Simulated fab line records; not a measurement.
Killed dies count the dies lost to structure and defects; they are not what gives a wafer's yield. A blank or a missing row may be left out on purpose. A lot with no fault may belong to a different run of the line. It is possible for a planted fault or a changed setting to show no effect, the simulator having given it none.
Problem report, 8D (eight disciplines) form, completed by code ; flow nand_harc ; the parts of the form that need people (team, actions taken, sign-off) are left out

## 1. THE ISSUE
On 3 wafers of 1 lot, killed_dies at NHARC_END_SORT_01 has a mean of 677; fault-free wafers read 60, standard deviation 19. That puts it +32 standard deviations away from the usual mean.
Seen first at day 30 23:10 on prober-02, wafer L908.4. The record holds 3 wafers of 1 lot with a number at this step. Rule for "out", or "out of limits": more than 4 standard deviations from the usual mean. The rest of the wafers with a number are treated as sound.

## 2. WHAT IT IS; WHAT IT IS NOT
question;is;is not
which readings at this step;killed_dies, killed_at_array;killed_at_periphery, killed_open, killed_short
which lots;L908;-
which wafers of those lots;all that have a number;-
read on which gauges;prober-02;-
when;from day 30 23:10;up to then (0 sound wafers)

## 3. SUSPECTS, AND WHAT RULES EACH OUT
Counting: a tool stays on the suspect list if, at a process step up to the reading, it processed all lots that are out and no sound lot following the first of them.
- the gauge at NHARC_END_SORT_01: kept. All the wafers that are out were read on prober-02, and no step on other tools shows them out.
- acl_dep-01 at NHARC_A_CHANNEL_HOLE_D1_DEP_00 (deposits aC, target thk 3100 nm): kept. It ran the lot that is out, L908 (day 14 11:29), and no sound lot after that.
After counting, acl_dep-01 at NHARC_A_CHANNEL_HOLE_D1_DEP_00 and prober-02 at NHARC_END_SORT_01 remain.

## 4. THE CAUSE (what the simulator had put in)
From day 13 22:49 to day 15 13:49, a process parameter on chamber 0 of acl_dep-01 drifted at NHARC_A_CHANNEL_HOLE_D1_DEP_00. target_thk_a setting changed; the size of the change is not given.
Counting left 2 suspects, and this tool is among them.

## 5. THE EFFECT CHAIN, in route order
Rows list readings where the struck wafers' mean (over those with a number) sits beyond 3 standard deviations from the usual. Scope: only readings with a usual standard deviation given in the record; hours: median across lots of the time from each lot's start at the first step in this table that gives one to its start at this step; sigmas: change in usual standard deviations.
hours;step;reading;usual;on struck wafers;change;sigmas
0;NHARC_END_SORT_01;killed_at_array;55;671;+616;+31
0;NHARC_END_SORT_01;killed_dies;60;677;+617;+32

## 6. WHAT WOULD HAVE CAUGHT IT SOONER
The first out-of-limits reading at a measuring or inspecting step in this record came at day 30 23:10, 408 hours after the fault's start at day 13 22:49.
Of the tool readings at NHARC_A_CHANNEL_HOLE_D1_DEP_00 for which the record gives a usual standard deviation, none was out on any struck wafer, so an alarm limit of 4 standard deviations on them would not have fired.
By day 30 23:10, every lot that is out (1) had started NHARC_A_CHANNEL_HOLE_D1_DEP_00 on acl_dep-01. Holding the tool at that point would not have protected any of them.
